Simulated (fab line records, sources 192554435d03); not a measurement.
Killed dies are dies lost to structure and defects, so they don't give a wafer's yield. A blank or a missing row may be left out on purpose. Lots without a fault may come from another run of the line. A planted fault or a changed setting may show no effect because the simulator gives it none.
fab line records | flow n5_finfet | part 2 of 2: steps 23 to 35 of 35
record lots=5 wafers=15 last_day=17
route steps=1938 shown BEOL_M13@1711 BEOL_M14@1716
lots that met no fault: from a run of the same line without faults
start_h: hours from the record's first day to the start of the lot's first wafer shown | wait_h: hours since the lot's step before | " the same as in the row above | L1.1+2: a row that stands for several wafers | - no value, or no start given | * or withheld: withheld | < > ~ a bound
route shown NAME@n: a module of which the file shows steps, and the number in the route of the first | usual: mean/standard deviation of fault-free wafers | same: alike in all rows | chamber/n: place in a boat | sites: the reading at each site | _std_site: their standard deviation | _edge_site: outer sites' mean less inner sites' | radius_mm: how far each site lies from the wafer's centre | mask NAME#n: copy n | behind: the tool/chamber that last shaped the wafer | hold: why the lot was held/for how many hours/how that ended | device: the transistor (n, p or np) that didn't switch | end of line: the same wafers' tests at the end of the route | a step without rows: its recipe alone | killed: dies lost to structure and defects at the first sort, not the wafer's yield | map: a wafer's dies, x killed, . not, _ none there
set.NAME: the setting as run; set.NAME@STEP: as run at that earlier step | model.NAME: the simulator's own value behind a step, which no gauge read
lots at some steps of the route; a table a step, a row a wafer
services: from which hour (start_h, from the record's first day; less than 0 if before it) a tool's chamber was out of use, for how many hours, and why
## steps
# step N5_BEOL_M14_STRIP_64
# recipe chemistry=O2 power_w=600 temp_c=60 pressure_mtorr=30 rf_frequency_hz=6e+07 bias_power_w=0 overash_fraction=0.3 o2_flow_sccm=225
# usual chamber_pressure_mTorr=30.000/0.027 drypump_motor_current_A=5.8/0.42 oes_product_au=0.82/0.1 rf_vpp_V=3.6/0.46 showerhead_plenum_p_Torr=2.12/0.09 throttle_valve_pct=16.59/0.25
# same bias_power_w=0
# columns lot.wafer tool chamber start_h wait_h chamber_pressure_mTorr drypump_motor_current_A oes_product_au rf_hours_counter_h rf_vpp_V showerhead_plenum_p_Torr throttle_valve_pct
L079.2 rie_diel-05 1 - - 30.013 6.6 0.91 45 3.7 2.24 16.80
L079.4 " 3 " " 29.989 5.1 0.69 243 3.9 2.06 16.77
L079.6 " 2 " " 29.988 5.4 0.93 - 4.3 2.23 16.31
L081.2 rie_diel-01 3 - - 29.977 5.3 0.97 3 3.2 2.06 16.28
L081.4 " 0 " " 29.979 5.5 0.76 126 2.7 2.11 16.59
L081.5 " 3 " " 30.009 5.3 0.96 - 3.7 2.06 16.28
L085.1 rie_diel-05 1 - - 29.980 6.6 0.90 59 3.2 2.23 16.82
L085.3 " 0 " " 29.972 5.3 0.71 207 3.6 1.89 16.89
L085.4 " 1 " " 29.996 6.6 0.89 - 3.7 2.23 16.83
L089.1 rie_diel-06 0 - - 30.024 6.0 0.72 200 3.0 2.19 16.93
L089.3 " 1 " " 29.970 5.7 0.87 35 3.7 2.04 16.50
L089.5 " 0 " " 30.029 6.0 0.72 - 3.1 2.19 16.91
L095.1 rie_diel-06 0 - - 29.959 6.0 0.71 215 3.8 2.18 16.94
L095.3 " 2 " " 29.974 5.6 0.93 17 3.0 2.24 16.38
L095.6 " 2 " " 29.970 5.6 0.93 - 3.4 2.24 16.39
# step N5_BEOL_M14_STRIP_71
# recipe chemistry=post_etch_residue_remover time_s=60 temp_c=25 remover_ph=withheld remover_water_wt_pct=withheld remover_fluoride_wt_pct=withheld
# columns lot.wafer tool chamber start_h wait_h
L079.2+4+6 wet_bench-01 1,7,3 279.19 -
L081.2+4+5 wet_bench-01 1,4,0 290.85 -
L085.1+3+4 wet_bench-04 7,4,3 311.93 -
L089.1+3+5 wet_bench-06 3,2,1 326.97 -
L095.1+3+6 wet_bench-06 3,4,1 373.56 -
# step N5_BEOL_M14_SRD_72
# recipe time_s=30 temp_c=23 rinse_liquid=diw dry=n2_spin spin_rpm=1500 dry_time_s=30
# columns lot.wafer tool chamber start_h wait_h
L079.2+4+6 wet_bench-01 1,7,3 279.21 0.0
L081.2+4+5 wet_bench-01 1,4,0 290.87 0.0
L085.1+3+4 wet_bench-04 7,4,3 311.95 0.0
L089.1+3+5 wet_bench-06 3,2,1 326.99 0.0
L095.1+3+6 wet_bench-06 3,4,1 373.58 0.0
# step N5_BEOL_M14_CD_MEAS_17
# recipe target_cd_nm=250 polarity=opening
# usual cd_nm=251.6/2.3
# columns lot.wafer tool chamber start_h wait_h cd_nm
L079.2 cd_sem-03 - 279.25 0.0 250.6
L079.4 " - " " 251.8
L079.6 " - " " 249.8
L081.2 cd_sem-01 - 290.92 0.0 256.8
L081.4 " - " " 253.2
L081.5 " - " " 253.9
L085.1 cd_sem-01 - 311.99 0.0 249.6
L085.3 " - " " 248.3
L085.4 " - " " 252.2
L089.1 cd_sem-02 - 327.03 0.0 249.7
L089.3 " - " " 249.2
L089.5 " - " " 251.9
L095.1 cd_sem-02 - 373.62 0.0 251.3
L095.3 " - " " 253.8
L095.6 " - " " 255.6
# step N5_BEOL_M14_COAT_65
# recipe resist=SOC temp_c=250 time_s=60 spin_rpm=1500 resist_thk_nm=450
# usual dispense_pressure_kPa=46.3/1.5
# columns lot.wafer tool chamber start_h wait_h dispense_pressure_kPa
L079.2 litho_track-02 0 279.29 0.0 47.6
L079.4 " 0 " " 47.6
L079.6 " 0 " " 47.6
L081.2 litho_track-02 0 290.95 0.0 47.6
L081.4 " 0 " " 47.6
L081.5 " 0 " " 47.5
L085.1 litho_track-03 0 312.02 0.0 46.2
L085.3 " 0 " " 46.2
L085.4 " 0 " " 46.2
L089.1 litho_track-02 0 327.07 0.0 47.5
L089.3 " 0 " " 47.5
L089.5 " 0 " " 47.5
L095.1 litho_track-01 0 373.66 0.0 43.3
L095.3 " 0 " " 43.3
L095.6 " 0 " " 43.3
# step N5_BEOL_M14_COAT_66
# recipe resist=SiARC temp_c=220 time_s=60 spin_rpm=1500 resist_thk_nm=110
# usual dispense_pressure_kPa=46.4/1.5
# columns lot.wafer tool chamber start_h wait_h dispense_pressure_kPa
L079.2 litho_track-02 0 - - 47.6
L079.4 " 0 " " 47.6
L079.6 " 0 " " 47.7
L081.2 litho_track-02 0 - - 47.6
L081.4 " 0 " " 47.6
L081.5 " 0 " " 47.6
L085.1 litho_track-03 0 - - 46.3
L085.3 " 0 " " 46.3
L085.4 " 0 " " 46.3
L089.1 litho_track-02 0 - - 47.6
L089.3 " 0 " " 47.7
L089.5 " 0 " " 47.7
L095.1 litho_track-01 0 - - 43.3
L095.3 " 0 " " 43.3
L095.6 " 0 " " 43.3
# step N5_BEOL_M14_COAT_22
# recipe spin_rpm=2888 resist_thk_nm=300
# usual dispense_pressure_kPa=46.4/1.5
# columns lot.wafer tool chamber start_h wait_h dispense_pressure_kPa
L079.2 litho_track-02 0 - - 47.6
L079.4 " 0 " " 47.5
L079.6 " 0 " " 47.6
L081.2 litho_track-02 0 - - 47.6
L081.4 " 0 " " 47.6
L081.5 " 0 " " 47.6
L085.1 litho_track-03 0 - - 46.2
L085.3 " 0 " " 46.2
L085.4 " 0 " " 46.2
L089.1 litho_track-02 0 - - 47.6
L089.3 " 0 " " 47.6
L089.5 " 0 " " 47.6
L095.1 litho_track-01 0 - - 43.3
L095.3 " 0 " " 43.3
L095.6 " 0 " " 43.3
# step N5_BEOL_M14_EBR_24
# recipe solvent=PGMEA ebr_width_mm=1.5
# columns lot.wafer tool chamber start_h wait_h
L079.2+4+6 litho_track-02 0 - -
L081.2+4+5 litho_track-02 0 - -
L085.1+3+4 litho_track-03 0 - -
L089.1+3+5 litho_track-02 0 - -
L095.1+3+6 litho_track-01 0 - -
# step N5_BEOL_M14_SOFTBAKE_23
# recipe temp_c=130 time_s=60
# columns lot.wafer tool chamber start_h wait_h
L079.2+4+6 litho_track-02 0 - -
L081.2+4+5 litho_track-02 0 - -
L085.1+3+4 litho_track-03 0 - -
L089.1+3+5 litho_track-02 0 - -
L095.1+3+6 litho_track-01 0 - -
# step N5_BEOL_M14_EXPOSE_25
# recipe mask_id=M14 na=0.8 source_shape=annular sigma_inner=0.5 sigma_outer=0.8 polarization=unpolarized target_cd_nm=280 dose_mj=26.6
# usual focus_offset_nm=0.0/0.51
# columns lot.wafer tool chamber start_h wait_h mask focus_offset_nm
L079.2 krf_scanner-01 0 279.41 - M14#0 0.0
L079.4 " 0 " " M14#0 0.3
L079.6 " 0 " " M14#0 -0.5
L081.2 krf_scanner-01 0 291.08 - M14#0 0.4
L081.4 " 0 " " M14#0 0.2
L081.5 " 0 " " M14#0 -0.3
L085.1 krf_scanner-01 0 312.14 - M14#0 -0.2
L085.3 " 0 " " M14#0 0.1
L085.4 " 0 " " M14#0 -0.2
L089.1 krf_scanner-01 0 327.19 - M14#0 0.2
L089.3 " 0 " " M14#0 0.4
L089.5 " 0 " " M14#0 -0.1
L095.1 krf_scanner-01 0 373.90 - M14#0 -0.5
L095.3 " 0 " " M14#0 -0.6
L095.6 " 0 " " M14#0 -0.8
# step N5_BEOL_M14_PEB_26
# recipe peb_temp_c=130 peb_time_s=90
# columns lot.wafer tool chamber start_h wait_h
L079.2+4+6 litho_track-02 0 279.46 0.0
L081.2+4+5 litho_track-03 0 291.13 0.0
L085.1+3+4 litho_track-03 0 312.20 0.1
L089.1+3+5 litho_track-02 0 327.25 0.1
L095.1+3+6 litho_track-03 0 373.96 0.1
# step N5_BEOL_M14_DEVELOP_27
# recipe develop_time_s=45 rinse_liquid=diw dry=air_spin dev_temp_c=21
# same develop_time_s=45
# columns lot.wafer tool chamber start_h wait_h
L079.2+4+6 litho_track-02 0 - -
L081.2+4+5 litho_track-03 0 - -
L085.1+3+4 litho_track-03 0 - -
L089.1+3+5 litho_track-02 0 - -
L095.1+3+6 litho_track-03 0 - -
# step N5_BEOL_M14_HARDBAKE_32
# recipe temp_c=130 time_s=120
# columns lot.wafer tool chamber start_h wait_h
L079.2+4+6 litho_track-02 0 - -
L081.2+4+5 litho_track-03 0 - -
L085.1+3+4 litho_track-03 0 - -
L089.1+3+5 litho_track-02 0 - -
L095.1+3+6 litho_track-03 0 - -
## services
# columns tool chamber start_h hours kind
krf_scanner-02 - 259.70 1.0 pm
pecvd-03 - 266.75 2.8 pm
krf_scanner-01 - 266.79 1.0 pm
krf_scanner-02 - 269.97 7.2 pm
litho_track-02 - 274.30 - consumable_replace:filter
rie_diel-06 2 288.52 - clean
rie_diel-06 2 288.52 - consumable_replace:focus_ring
rie_diel-06 2 288.52 - consumable_replace:showerhead
krf_scanner-02 - 293.83 0.8 pm
pecvd-01 - 294.03 5.5 pm
krf_scanner-02 - 295.49 3.6 pm
rie_diel-06 3 309.61 11.3 repair
krf_scanner-01 - 317.95 0.8 pm
wet_bench-06 - 320.69 6.1 repair
rie_diel-01 3 331.39 3.3 repair
pecvd-03 - 338.04 0.8 repair
pecvd-01 - 343.79 2.8 pm
krf_scanner-02 - 349.64 1.3 pm
wet_bench-01 - 352.15 3.8 repair
rie_diel-06 2 357.44 6.5 repair
krf_scanner-01 - 358.14 0.6 repair
krf_scanner-01 - 364.94 1.3 pm
pecvd-02 - 367.90 1.0 repair
rie_diel-05 3 367.90 10.7 repair
